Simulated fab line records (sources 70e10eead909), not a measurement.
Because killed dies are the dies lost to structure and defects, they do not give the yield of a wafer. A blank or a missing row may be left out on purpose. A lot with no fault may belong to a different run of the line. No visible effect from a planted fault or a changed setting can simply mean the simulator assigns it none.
Which of the tools did it? || flow nand-harc || 15 lots with 45 wafers sampled at 2 steps, on a route of 1159 steps

== WHAT THE GAUGES SHOWED, per wafer ==
NHARC_P_M2_OVL_MEAS_10: pitch 340 nm. Usual: overlay-x-nm 0.2 nm, standard deviation 0.79; overlay-y-nm 0.2 nm, standard deviation 0.89.
{"lot": "L460", "measured": "day 6 14:20", "on": "overlay-02", "overlay-x-nm (nm)": "-0.7 -1.3 -1.2", "overlay-y-nm (nm)": "0.4 0.9 1.2", "flag": ""}
{"lot": "L462", "measured": "day 6 17:47", "on": "overlay-02", "overlay-x-nm (nm)": "-0.1 -0.3 -0.3", "overlay-y-nm (nm)": "1.9 2.1 1.3", "flag": ""}
{"lot": "L464", "measured": "day 7 07:57", "on": "overlay-01", "overlay-x-nm (nm)": "0.7 0.8 -0.1", "overlay-y-nm (nm)": "0.3 0.2 0.3", "flag": ""}
{"lot": "L465", "measured": "day 7 08:32", "on": "overlay-02", "overlay-x-nm (nm)": "0.2 -0.9 -0.2", "overlay-y-nm (nm)": "0.9 0.4 0.8", "flag": ""}
{"lot": "L471", "measured": "day 8 15:02", "on": "overlay-02", "overlay-x-nm (nm)": "- - -", "overlay-y-nm (nm)": "- - -", "flag": "OFF"}
{"lot": "L470", "measured": "day 8 16:42", "on": "overlay-02", "overlay-x-nm (nm)": "- - -", "overlay-y-nm (nm)": "- - -", "flag": "OFF"}
{"lot": "L472", "measured": "day 9 08:43", "on": "overlay-02", "overlay-x-nm (nm)": "- - -", "overlay-y-nm (nm)": "- - -", "flag": "OFF"}
{"lot": "L475", "measured": "day 10 03:14", "on": "overlay-01", "overlay-x-nm (nm)": "0.4 0.6 1.3", "overlay-y-nm (nm)": "0.9 0.5 0.1", "flag": ""}
{"lot": "L476", "measured": "day 10 03:55", "on": "overlay-02", "overlay-x-nm (nm)": "1.0 0.7 -0.1", "overlay-y-nm (nm)": "0.3 0.9 0.0", "flag": ""}
{"lot": "L477", "measured": "day 10 16:22", "on": "overlay-02", "overlay-x-nm (nm)": "1.7 1.8 1.9", "overlay-y-nm (nm)": "1.3 0.6 0.8", "flag": ""}
{"lot": "L479", "measured": "day 11 00:39", "on": "overlay-02", "overlay-x-nm (nm)": "0.4 0.4 0.4", "overlay-y-nm (nm)": "1.1 0.8 1.1", "flag": ""}
{"lot": "L480", "measured": "day 11 03:22", "on": "overlay-02", "overlay-x-nm (nm)": "-0.1 -0.3 -0.6", "overlay-y-nm (nm)": "0.8 0.9 1.0", "flag": ""}
{"lot": "L481", "measured": "day 11 08:58", "on": "overlay-01", "overlay-x-nm (nm)": "0.2 0.1 -0.1", "overlay-y-nm (nm)": "-0.6 -0.2 -0.1", "flag": ""}
{"lot": "L482", "measured": "day 11 14:42", "on": "overlay-01", "overlay-x-nm (nm)": "1.7 1.6 1.8", "overlay-y-nm (nm)": "-1.1 -0.9 -1.5", "flag": ""}
{"lot": "L483", "measured": "day 12 08:42", "on": "overlay-02", "overlay-x-nm (nm)": "0.7 0.8 0.5", "overlay-y-nm (nm)": "0.6 0.4 0.7", "flag": ""}

== WHICH TOOL RAN EACH LOT (tool, then ch and the chambers of the sampled wafers, then the start) ==
{"lot": "L460", "NHARC_P_M2_PEB_07": "litho-track-06 ch 0, day 6 14:10"}
{"lot": "L462", "NHARC_P_M2_PEB_07": "litho-track-06 ch 0, day 6 17:37"}
{"lot": "L464", "NHARC_P_M2_PEB_07": "litho-track-06 ch 0, day 7 07:47"}
{"lot": "L465", "NHARC_P_M2_PEB_07": "litho-track-01 ch 0, day 7 08:22"}
{"lot": "L471", "NHARC_P_M2_PEB_07": "litho-track-04, day 8 14:52"}
{"lot": "L470", "NHARC_P_M2_PEB_07": "litho-track-06, day 8 16:32"}
{"lot": "L472", "NHARC_P_M2_PEB_07": "litho-track-04, day 9 08:33"}
{"lot": "L475", "NHARC_P_M2_PEB_07": "litho-track-01 ch 0, day 10 03:04"}
{"lot": "L476", "NHARC_P_M2_PEB_07": "litho-track-06 ch 0, day 10 03:44"}
{"lot": "L477", "NHARC_P_M2_PEB_07": "litho-track-01 ch 0, day 10 16:11"}
{"lot": "L479", "NHARC_P_M2_PEB_07": "litho-track-01 ch 0, day 11 00:29"}
{"lot": "L480", "NHARC_P_M2_PEB_07": "litho-track-04 ch 0, day 11 03:11"}
{"lot": "L481", "NHARC_P_M2_PEB_07": "litho-track-01 ch 0, day 11 08:49"}
{"lot": "L482", "NHARC_P_M2_PEB_07": "litho-track-04 ch 0, day 11 14:32"}
{"lot": "L483", "NHARC_P_M2_PEB_07": "litho-track-06 ch 0, day 12 08:31"}
- NHARC_P_M2_PEB_07: peb time 65 s.

== WHAT THE TOOLS THEMSELVES READ (means of the sampled wafers that have a number; where no wafer has one, the mark that the record gives instead) ==
NHARC_P_M2_PEB_07. Usual: chill-plate-temp-C 23.00 C, standard deviation 0.11; exhaust-pa 44.9 Pa, standard deviation 0.92.
{"lot": "L460", "tool": "litho-track-06", "chill-plate-temp-C (C)": 22.97, "exhaust-pa (Pa)": 44.7, "flag": ""}
{"lot": "L462", "tool": "litho-track-06", "chill-plate-temp-C (C)": 22.94, "exhaust-pa (Pa)": 44.5, "flag": ""}
{"lot": "L464", "tool": "litho-track-06", "chill-plate-temp-C (C)": 23.09, "exhaust-pa (Pa)": 44.1, "flag": ""}
{"lot": "L465", "tool": "litho-track-01", "chill-plate-temp-C (C)": 22.99, "exhaust-pa (Pa)": 46.2, "flag": ""}
{"lot": "L471", "tool": "litho-track-04", "chill-plate-temp-C (C)": "-", "exhaust-pa (Pa)": "-", "flag": "OFF"}
{"lot": "L470", "tool": "litho-track-06", "chill-plate-temp-C (C)": "-", "exhaust-pa (Pa)": "-", "flag": "OFF"}
{"lot": "L472", "tool": "litho-track-04", "chill-plate-temp-C (C)": "-", "exhaust-pa (Pa)": "-", "flag": "OFF"}
{"lot": "L475", "tool": "litho-track-01", "chill-plate-temp-C (C)": 23.00, "exhaust-pa (Pa)": 44.6, "flag": ""}
{"lot": "L476", "tool": "litho-track-06", "chill-plate-temp-C (C)": 23.11, "exhaust-pa (Pa)": 45.4, "flag": ""}
{"lot": "L477", "tool": "litho-track-01", "chill-plate-temp-C (C)": 23.17, "exhaust-pa (Pa)": 44.4, "flag": ""}
{"lot": "L479", "tool": "litho-track-01", "chill-plate-temp-C (C)": 22.96, "exhaust-pa (Pa)": 45.5, "flag": ""}
{"lot": "L480", "tool": "litho-track-04", "chill-plate-temp-C (C)": 22.88, "exhaust-pa (Pa)": 45.1, "flag": ""}
{"lot": "L481", "tool": "litho-track-01", "chill-plate-temp-C (C)": 22.89, "exhaust-pa (Pa)": 45.4, "flag": ""}
{"lot": "L482", "tool": "litho-track-04", "chill-plate-temp-C (C)": 23.07, "exhaust-pa (Pa)": 44.1, "flag": ""}
{"lot": "L483", "tool": "litho-track-06", "chill-plate-temp-C (C)": 22.91, "exhaust-pa (Pa)": 44.9, "flag": ""}

== THE ANSWER, worked out from the rows above alone ==
Rule: a lot is off if the mean of its wafers that have a number lies more than 3 standard deviations from the usual mean. A lot without any number at a reading at which 4 lots or more have one is off too. Where the step has rows for the other lots, those lots are counted as sound. The gauges are gone through in route order, then the tools' own readings, and for those a lot's mean is taken as printed above. At the first step where some lot is off, the reading lying furthest off is the one used; lots without a number count as furthest.
Off, at NHARC_P_M2_OVL_MEAS_10 on overlay-x-nm: L471, L470, L472. Without a number there: L471, L470, L472.
If a tool, at a process step before that reading, ran all the lots that are off and no sound lot after the first of them, it fits. The gauges at NHARC_P_M2_OVL_MEAS_10 aren't tried: what is off there is off at NHARC_P_M2_PEB_07 too, on other tools, and a gauge's error can't cause that. No candidate that was tried fits.

== WHAT THE SIMULATOR HAD INSERTED ==
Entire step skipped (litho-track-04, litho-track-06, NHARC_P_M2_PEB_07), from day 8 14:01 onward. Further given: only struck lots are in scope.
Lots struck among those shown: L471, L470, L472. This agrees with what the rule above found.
